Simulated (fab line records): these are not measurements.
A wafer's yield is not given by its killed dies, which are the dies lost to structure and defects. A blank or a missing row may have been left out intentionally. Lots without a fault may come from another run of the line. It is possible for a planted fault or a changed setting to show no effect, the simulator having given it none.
Struck lot and sound lot, side by side | flow n5-finfet | 14 out of 1938 route steps
Sound: these wafers, L511.1, L511.4, L511.5. Struck: wafer L519.6 (L519.1, L519.3, from the same lot, were not struck and are left out); the cause is given at the end.
Each step with rows lists, per side, the tool, then ch with its chambers, then its first start. Under that, the readings that differ: sound wafers | struck wafers | difference of the means | sigmas: that difference in standard deviations of wafers without a fault.
alike: same words and numbers on both sides, and readings whose means sit less than 2 such deviations apart. not compared: any withheld reading, any reading some wafer has no value for, any bound like >300 that may hide the same value, and any number with overlapping values for which the record gives no deviation.
The two part at a step that has a row with sigmas, a row that says differs or no value, or rows on one side only. Numbers that have no deviation but don't overlap get no sigmas and don't part them. A reading that every wafer of one side lacks parts them only if that side has two wafers or more.

first, 1 step without rows for these wafers: N5_BEOL_M11_DEVELOP_27 (develop time 30 s).
N5_BEOL_M11_CD_MEAS_28: target cd 70 nm.
  sound on cd-sem-01 ch 0, day 11 22:58; struck on cd-sem-01 ch 0, day 14 16:32
  alike: cd-nm
N5_BEOL_M11_OVL_MEAS_29:
  sound on overlay-02 ch 0, day 11 23:00; struck on overlay-02 ch 0, day 14 16:34
  reading      | sound       | struck | difference | sigmas
  V10_OVL (nm) | 0.7 0.2 0.4 | -1.2   | -1.6       | -2
N5_BEOL_M11_INSPECT_30: inspects for defects (brightfield).
  sound on defect-inspect-01, day 11 23:02; struck on defect-inspect-02, day 14 16:35
  alike: raw-defect-count
N5_BEOL_M11_DESCUM_33: chemistry O2, time 7.9 s.
  sound on rie-diel-01 ch 0,2,3, day 11 23:04; struck on rie-diel-01 ch 1, day 14 16:38
  alike: drypump-motor-current-A, oes-product-au, rf-vpp-V, showerhead-plenum-p-Torr, throttle-valve-pct
  not compared: rf-hours-counter-h
N5_BEOL_M11_ETCH_65: etches SiARC in CF4, target depth 39 nm, time 65 s.
  sound on rie-diel-01 ch 0,2,3, day 11 23:06; struck on rie-diel-01 ch 1, day 14 16:40
  reading            | sound               | struck | difference | sigmas
  mfc-ar-sccm (sccm) | 100.30 99.52 100.13 | 100.63 | +0.65      | +2
  rf-vpp-V (V)       | 183.0 182.5 183.6   | 185.5  | +2.5       | +2
  alike: drypump-motor-current-A, etch-rf-on-time-s, oes-product-au, showerhead-plenum-p-Torr, throttle-valve-pct
  not compared: rf-hours-counter-h
N5_BEOL_M11_ETCH_66: etches SOC in N2/H2, target depth 120 nm, overetch 24 nm, time 180 s.
  sound on rie-diel-01 ch 0,2,3, day 11 23:09; struck on rie-diel-01 ch 1, day 14 16:43
  alike: drypump-motor-current-A, n2-flow-sccm, oes-product-au, rf-vpp-V, showerhead-plenum-p-Torr, throttle-valve-pct
  not compared: rf-hours-counter-h
then, 1 step without rows for these wafers: N5_BEOL_M11_STRIP_69 (strips in N2/H2).
N5_BEOL_M11_VIA_ETCH_34: etches SiCOH lowk in C4F6/O2, target depth 184.5 nm, time 69.2 s.
  sound on rie-diel-01 ch 0,2,3, day 11 23:16; struck on rie-diel-01 ch 1, day 14 16:50
  alike: drypump-motor-current-A, mfc-ar-sccm, oes-product-au, rf-vpp-V, showerhead-plenum-p-Torr, throttle-valve-pct
  not compared: rf-hours-counter-h
then, 2 steps without rows for these wafers: N5_BEOL_M11_STRIP_73 (strips in C4F6/O2); N5_BEOL_M11_STRIP_36 (strips in N2/H2).
N5_BEOL_M11_TRENCH_ETCH_37: etches SiCOH lowk in C4F6/O2, target depth 148.83 nm, time 48 s.
  sound: rie-diel-01 ch 0,2,3; struck: rie-diel-01 ch 1
  alike: drypump-motor-current-A, mfc-ar-sccm, oes-product-au, rf-vpp-V, showerhead-plenum-p-Torr, throttle-valve-pct
  not compared: rf-hours-counter-h
N5_BEOL_M11_ETCH_41: etches SiCN in CH3F/O2, target depth 42.6 nm, time 86 s.
  sound on rie-diel-01 ch 0,2,3, day 11 23:25; struck on rie-diel-01 ch 1, day 14 16:59
  reading                  | sound             | struck | difference | sigmas
  oes-product-au (a.u.)    | 0.90 0.77 0.75    | 1.04   | +0.23      | +3
  model.etch.depth-nm (nm) | 32.36 32.69 32.49 | 47.68  | +15.17     |
  alike: drypump-motor-current-A, mfc-ar-sccm, rf-vpp-V, showerhead-plenum-p-Torr, throttle-valve-pct
  not compared: rf-hours-counter-h
then, 1 step without rows for these wafers: N5_BEOL_M11_STRIP_77 (strips in N2/H2, time 10 s).

WHERE THEY PART
Earliest at N5_BEOL_M11_OVL_MEAS_29; latest, in this record, at N5_BEOL_M11_ETCH_41.

WHY: what the simulator had put in
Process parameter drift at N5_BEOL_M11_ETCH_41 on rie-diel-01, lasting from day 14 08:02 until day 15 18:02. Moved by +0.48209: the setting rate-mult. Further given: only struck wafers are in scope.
